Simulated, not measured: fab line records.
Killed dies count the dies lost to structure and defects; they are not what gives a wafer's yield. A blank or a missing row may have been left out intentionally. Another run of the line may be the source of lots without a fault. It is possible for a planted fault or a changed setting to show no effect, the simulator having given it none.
Which of the tools did it? | flow nand_harc | Sampling: 10 lots, 30 wafers, 5 of 1302 route steps

## WHAT EACH GAUGE READ, for each wafer
NHARC_END_SORT_01.
lot  | measured     | on        | killed_at_array
L856 | day 29 04:04 | prober-02 | 58 568 561

## TOOL THAT RAN EACH LOT (tool first, then ch and the chambers of the sampled wafers, then the start)
lot  | NHARC_A_CHANNEL_HOLE_D1_ETCH_39               | NHARC_A_CHANNEL_HOLE_D1_ETCH_34    | NHARC_A_CHANNEL_HOLE_D1_ETCH_33  | NHARC_A_CHANNEL_HOLE_D1_ETCH_44
L847 | rie_diel-08 ch 0,1, day 9 09:56 or earlier    | rie_diel-08 ch 1,2,3, day 9 09:56  | har_etch-02 ch 0,1, day 9 14:46  | rie_diel-05 ch 2,3, day 9 15:25
L848 | rie_diel-08 ch 1,2, day 10 01:10 or earlier   | rie_diel-08 ch 0,2,3, day 10 01:10 | har_etch-01 ch 0,1, day 10 05:55 | rie_diel-08 ch 2,3, day 10 06:42
L852 | rie_diel-08 ch 0,2,3, day 11 00:28 or earlier | rie_diel-08 ch 1,2, day 11 00:28   | har_etch-02 ch 0,1, day 11 05:13 | rie_diel-08 ch 0,1,2, day 11 05:58
L853 | rie_diel-08 ch 1,3, day 11 21:35 or earlier   | rie_diel-08 ch 1,2, day 11 21:35   | har_etch-02 ch 0,1, day 12 02:21 | rie_diel-08 ch 0,1,3, day 12 03:04
L854 | rie_diel-08 ch 2,3, day 12 12:01 or earlier   | rie_diel-08 ch 1,2, day 12 12:01   | har_etch-02 ch 0,1, day 12 19:31 | rie_diel-08 ch 0,2,3, day 12 20:13
L856 | rie_diel-08 ch 0,2, day 12 23:22 or earlier   | rie_diel-08 ch 0,2, day 12 23:22   | har_etch-01 ch 0,1, day 13 04:07 | rie_diel-08 ch 1,2,3, day 13 04:53
L865 | rie_diel-08 ch 2,3, day 17 01:00 or earlier   | rie_diel-08 ch 1,2,3, day 17 01:00 | har_etch-01 ch 0, day 17 05:44   | rie_diel-05 ch 1,2,3, day 17 06:28
L866 | rie_diel-08 ch 0,1,3, day 17 06:34 or earlier | rie_diel-08 ch 0,2,3, day 17 06:34 | har_etch-01 ch 0,1, day 17 14:07 | rie_diel-08 ch 0,2,3, day 17 14:52
L867 | rie_diel-12 ch 0,2, day 17 06:44 or earlier   | rie_diel-12 ch 1,2,3, day 17 06:44 | har_etch-02 ch 0,1, day 17 17:41 | rie_diel-08 ch 0,1,3, day 17 18:26
L868 | rie_diel-08 ch 1,2,3, day 17 22:46 or earlier | rie_diel-08 ch 0,1,3, day 17 22:46 | har_etch-02 ch 0,1, day 18 03:29 | rie_diel-08 ch 0,2,3, day 18 04:14
- NHARC_A_CHANNEL_HOLE_D1_ETCH_39: etches the open film in N2/H2, target depth 260 nm, time 325 s.
- NHARC_A_CHANNEL_HOLE_D1_ETCH_34: etches the open film in CF4/CHF3, target depth 154 nm, time 77 s.
- NHARC_A_CHANNEL_HOLE_D1_ETCH_33: etches the open film in C4F8/O2/Ar, time 90 s, target depth 400 nm.
- NHARC_A_CHANNEL_HOLE_D1_ETCH_44: etches the open film in CF4/O2, target depth 140 nm, overetch 14 nm, time 77 s.

## THE ANSWER, worked out from the rows above alone
Rule: the lots themselves supply what counts as usual. The widest of any qualifying gaps counts: lots, ordered by their means at a reading, are off when they make up no more than a third of the lots, leave a main group of 4 or more, and stand apart from it by 3 or more times the standard deviation of that group's means. A main group whose means are all the same, to the digits that the tables above print for the reading, isn't used. Also off: a lot with no number at a reading for which 4 or more lots have one. The other lots that the step has rows for count as sound.
Across all readings shown, no lot is off: no conclusion can be drawn from this.

## WHAT WAS PUT IN BY THE SIMULATOR
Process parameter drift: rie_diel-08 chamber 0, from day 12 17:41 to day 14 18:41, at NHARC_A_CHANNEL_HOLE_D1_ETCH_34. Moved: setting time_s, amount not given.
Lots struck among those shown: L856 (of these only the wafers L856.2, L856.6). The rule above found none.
